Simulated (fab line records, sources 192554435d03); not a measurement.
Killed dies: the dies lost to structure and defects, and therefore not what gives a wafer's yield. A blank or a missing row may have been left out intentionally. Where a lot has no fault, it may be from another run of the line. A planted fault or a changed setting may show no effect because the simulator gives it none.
A struck lot beside a sound one || flow n5_finfet || 21 out of 1938 route steps
Sound: wafers L357.1, L357.3, L357.6. Wafers L376.1, L376.4, L376.6 were the ones struck. Last of all comes the cause.
For every step that has rows: the tool of each side, followed by ch and its chambers, followed by its first start. Under that, the readings that differ: sound wafers || struck wafers || difference of the means || sigmas: that difference in standard deviations of wafers without a fault.
alike: readings with means less than 2 such deviations apart, plus words and numbers identical on both sides. not compared: withheld readings, readings lacking a value on some wafer, bounds such as >300 that could conceal the same value, and numbers that have no deviation in the record and whose values overlap.
A row with sigmas, a row that says differs or no value, or rows on one side alone: a step with any of these is where the two part. Numbers that don't overlap but have no deviation are shown without sigmas and don't part them. A reading missing from all wafers of one side parts the sides only when that side holds two or more wafers.

first, 1 step without rows for these wafers: N5_BEOL_M2_ANNEAL_87 (time 240 s).
N5_BEOL_M2_SPUTTER_88: material Cu, target thk 4.5 nm, time 8.29 s.
  sound: pvd_sputter-02 at day 7 16:04; struck: pvd_sputter-01 at day 12 06:36
  alike: throttle_valve_pct
then, 3 steps without rows for these wafers: N5_BEOL_M2_ANNEAL_89 (time 240 s); N5_BEOL_M2_SPUTTER_90 (material Cu, target thk 4.5 nm, time 8.29 s); N5_BEOL_M2_ANNEAL_91 (time 240 s).
N5_BEOL_M2_SPUTTER_92: material Cu, target thk 4.5 nm, time 8.29 s.
  sound: pvd_sputter-02 at day 7 16:31; struck: pvd_sputter-01 at day 12 07:02
  alike: throttle_valve_pct
then, 1 step without rows for these wafers: N5_BEOL_M2_ANNEAL_93 (time 240 s).
N5_BEOL_M2_SPUTTER_94: material Cu, target thk 4.5 nm, time 8.29 s.
  sound: pvd_sputter-02 at day 7 16:44; struck: pvd_sputter-01 at day 12 07:16
  alike: throttle_valve_pct
N5_BEOL_M2_ANNEAL_95: time 240 s.
  sound: pvd_sputter-02 at day 7 16:49; struck: pvd_sputter-01 at day 12 07:20
  alike: heater_power_w, susceptor_temp_C_max
then, 3 steps without rows for these wafers: N5_BEOL_M2_SPUTTER_96 (material Cu, target thk 4.5 nm, time 8.29 s); N5_BEOL_M2_ECD_50 (material Cu, target thk 300 nm); N5_BEOL_M2_ANNEAL_51 (time 90 s).
N5_BEOL_M2_CMP_52: polishes, stops on SiOC, t overpolish 6.8 s, target thk 40 nm.
  sound on cmp-03 ch 1,3, day 7 17:28; struck on cmp-04 ch 0,1,2, day 12 08:03
{"reading": "barrier_field_endpoint_s (s)", "sound": "24.3 24.8 24.5", "struck": "41.3 41.3 41.3", "difference": "+16.8", "sigmas": "+27"}
{"reading": "overpolish_run_s (s)", "sound": "6.806 6.802 6.813", "struck": "0.037 0.038 0.044", "difference": -6.767, "sigmas": "-99 or more"}
{"reading": "time_to_endpoint_s (s)", "sound": "61.6 62.6 62.9", "struck": "80.9 81.3 80.9", "difference": "+18.7", "sigmas": "+7"}
  alike: motor_current_A
  not compared: model.SiOC_of_BEOL_M2_ILD_DEP_00.thk_nm
N5_BEOL_M2_THK_MEAS_53: measures by xrf.
  sound: film_metro-01 at day 7 17:45; struck: film_metro-02 at day 12 08:16
{"reading": "M2_THK (nm)", "sound": "39.3 40.7 39.5", "struck": "152.7 148.1 146.4", "difference": "+109.2", "sigmas": "+99 or more"}
then, 3 steps without rows for these wafers: N5_BEOL_M2_PRE_CLEAN_60 (time 15 s); N5_BEOL_M2_CO_CAP_55 (material Co, precursor CCTBA/H2, target thk 2 nm, time 102.1 s); N5_BEOL_M2_PRE_CLEAN_56 (time 15 s).
N5_BEOL_M2_DEP_57: deposits SiCN from 3MS/NH3, target thk 8 nm, time 14 s.
  sound on pecvd-02 ch 1,2, day 7 17:57; struck on pecvd-03 ch 0,1,2, day 12 08:28
  alike: showerhead_plenum_p_Torr, showerhead_vpp_V, throttle_valve_pct
N5_BEOL_M2_INSPECT_59: inspects for defects (darkfield).
  sound: defect_inspect-02 at day 7 18:02; struck: defect_inspect-01 at day 12 08:33
{"reading": "raw_defect_count", "sound": "69 53 50", "struck": "5923 5824 5876", "difference": "+5817", "sigmas": "+99 or more"}
N5_BEOL_M4_RC_MEAS_101:
  the record has rows for the sound wafers here (prober-01 ch 0, day 8 18:39) and none for the struck ones
-- the record jumps here: 5 days lie between the struck wafers' starts before and after (it left off in module BEOL_M4 and takes up again in module PASSIVATION, whose first step shown is number 1936 of the route) --
N5_PASSIVATION_PROBE_49:
  sound: prober-02 at day 13 09:17; struck: prober-01 at day 17 05:07
{"reading": "defect_limited_yield (%)", "sound": "90.9 91.4 92.4", "struck": "0 0 0", "difference": -92, "sigmas": -61}
{"reading": "killed_at_M0_to_M3", "sound": "33 41 35", "struck": "1116 1120 1119", "difference": "+1082", "sigmas": "+90"}
{"reading": "killed_dies", "sound": "107 102 90", "struck": "1180 1180 1180", "difference": "+1080", "sigmas": "+60"}
{"reading": "killed_on_rim", "sound": "9 17 9", "struck": "152 152 152", "difference": "+140", "sigmas": "+31"}
{"reading": "sort_n_pass", "sound": "1073 1078 1090", "struck": "0 0 0", "difference": -1080, "sigmas": -60}
{"reading": "sort_yield_pct (%)", "sound": "90.9 91.4 92.4", "struck": "0 0 0", "difference": -92, "sigmas": -61}
  alike: killed_at_M4_up, killed_at_contacts, killed_at_front_end, killed_at_other, killed_open, killed_short, sort_bin_5_function, sort_bin_6_memory

WHERE THEY PART
Earliest at N5_BEOL_M2_CMP_52; latest, in this record, at N5_PASSIVATION_PROBE_49.

WHY: what the simulator had put in
Process parameters drifting: cmp-04 at N5_BEOL_M2_CMP_52, beginning at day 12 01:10. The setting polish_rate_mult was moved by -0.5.
